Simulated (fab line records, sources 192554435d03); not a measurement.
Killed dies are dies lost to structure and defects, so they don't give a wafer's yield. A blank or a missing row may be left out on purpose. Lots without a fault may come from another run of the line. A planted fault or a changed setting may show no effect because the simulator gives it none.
A struck lot beside a sound one | flow n5_finfet | 15 steps out of a route of 1938
Sound: wafers L538.1, L538.3, L538.4. Struck: wafer L537.3. (L537.1, L537.4 of the same lot were not struck and are left out.) The cause comes at the end.
At each step with rows: each side's tool, then ch and its chambers, then its first start. Under that, the readings that differ: sound wafers | struck wafers | difference of the means | sigmas: that difference in standard deviations of wafers without a fault.
alike: readings whose means differ by less than 2 such deviations, and words and numbers that are the same on both sides. not compared: withheld readings, readings that some wafer has no value for, bounds like >300 that may hide the same value, and numbers for which the record gives no deviation and whose values overlap.
The two part at a step that has a row with sigmas, a row that says differs or no value, or rows on one side only. Numbers that don't overlap but have no deviation are shown without sigmas and don't part them. A reading that every wafer of one side lacks parts them only if that side has two wafers or more.

N5_HKMG_FIN_ETCHBACK_68: etches the open film in Cl2/Ar, stops on HfO2, target depth 0.5 nm.
  sound on rie_metal-03 ch 0,1, day 7 09:49; struck on rie_metal-03 ch 1, day 7 00:55
  reading            | sound             | struck | difference | sigmas
  mfc_ar_sccm (sccm) | 59.87 59.85 59.80 | 60.46  | +0.62      | +3
  alike: drypump_motor_current_A, he_backside_leak_sccm, mfc_cl2_sccm, oes_product_au, throttle_valve_pct
  not compared: rf_hours_counter_h
then, 1 step without rows for these wafers: N5_HKMG_FIN_STRIP_69 (strips in N2/H2, time 360 s).
N5_HKMG_FIN_ALD_21: deposits TiN, target thk 1.5 nm, pulse time 1 s, purge time 3 s.
  sound on ald_metal-02 ch 0,1,2, day 7 10:20; struck on ald_metal-01 ch 1, day 7 01:26
  alike: heater_power_outer_w, heater_power_w, precursor_pulse_height_rel
then, 1 step without rows for these wafers: N5_HKMG_FIN_ALD_72 (deposits W, target thk 2 nm, pulse time 1 s, purge time 2 s).
N5_HKMG_FIN_W_FILL_22: material W, target thk 60 nm, time 18.2 s.
  sound on cvd_w-02 ch 0,1, day 7 10:46; struck on cvd_w-02 ch 0, day 7 01:52
  alike: heater_power_outer_w, heater_power_w, throttle_valve_pct
then, 4 steps without rows for these wafers: N5_HKMG_FIN_PRECLEAN_83 (cleans in DIW, time 57.5 s); N5_HKMG_FIN_SRD_84 (dry time 32 s); N5_HKMG_FIN_CMP_23 (polishes, stops on SiNx, t overpolish 10 s, target thk 46.326 nm); N5_HKMG_FIN_CMP_94 (polishes, stops on SiNx, t overpolish 4.7 s, target thk 43.299 nm).
N5_HKMG_FIN_INSPECT_28: inspects for defects (darkfield).
  sound on defect_inspect-01, day 7 11:35; struck on defect_inspect-01, day 7 02:41
  alike: raw_defect_count
N5_GATE_CUT_ETCHBACK_00: etches W in SF6/Cl2.
  sound on rie_metal-03 ch 0,1, day 7 11:37; struck on rie_metal-02 ch 1, day 7 02:44
  alike: drypump_motor_current_A, he_backside_leak_sccm, mfc_cl2_sccm, oes_product_au, throttle_valve_pct
  not compared: rf_hours_counter_h
N5_GATE_CUT_ETCH_56: etches TiN in Cl2/Ar, target depth 21.6 nm.
  sound on rie_metal-03 ch 0,1, day 7 11:44; struck on rie_metal-02 ch 1, day 7 02:51
  reading                  | sound             | struck | difference | sigmas
  mfc_cl2_sccm (sccm)      | 39.92 39.86 40.22 | 56.93  | +16.93     | +99 or more
  throttle_valve_pct (%)   | 20.51 20.53 21.06 | 22.78  | +2.08      | +10
  model.etch.depth_nm (nm) | 22.39 22.33 21.69 | 23.13  | +0.99      |
  alike: drypump_motor_current_A, he_backside_leak_sccm, mfc_ar_sccm, oes_product_au
  not compared: rf_hours_counter_h
N5_GATE_CUT_ETCHBACK_30: etches TiN in Cl2/Ar, target depth 3 nm.
  sound on rie_metal-03 ch 0,1, day 7 11:49; struck on rie_metal-02 ch 1, day 7 02:56
  reading             | sound             | struck | difference | sigmas
  mfc_cl2_sccm (sccm) | 39.92 39.97 40.14 | 39.74  | -0.27      | -2
  alike: drypump_motor_current_A, he_backside_leak_sccm, mfc_ar_sccm, oes_product_au, throttle_valve_pct
  not compared: rf_hours_counter_h
-- the record jumps here: 4 days lie between the struck wafers' starts before and after (it left off in module GATE_CUT and takes up again in module BEOL_M4, whose first step shown is number 1111 of the route) --
N5_BEOL_M4_RC_MEAS_101:
  sound on prober-02 ch 0, day 12 01:48; struck on prober-02 ch 0, day 11 05:34
  alike: DIBL_N, DIBL_P, IOFF_N, IOFF_P, ION_N, ION_P, SS_N, SS_P, VT_N, VT_P
-- the record jumps here: 5 days lie between the struck wafers' starts before and after (it left off in module BEOL_M4 and takes up again in module PASSIVATION, whose first step shown is number 1936 of the route) --
N5_PASSIVATION_PROBE_49:
  the record has rows for the struck wafers here (prober-02, day 16 16:52) and none for the sound ones

WHERE THEY PART
First at N5_HKMG_FIN_ETCHBACK_68; last, within this record, at N5_PASSIVATION_PROBE_49.

WHY: what the simulator had put in
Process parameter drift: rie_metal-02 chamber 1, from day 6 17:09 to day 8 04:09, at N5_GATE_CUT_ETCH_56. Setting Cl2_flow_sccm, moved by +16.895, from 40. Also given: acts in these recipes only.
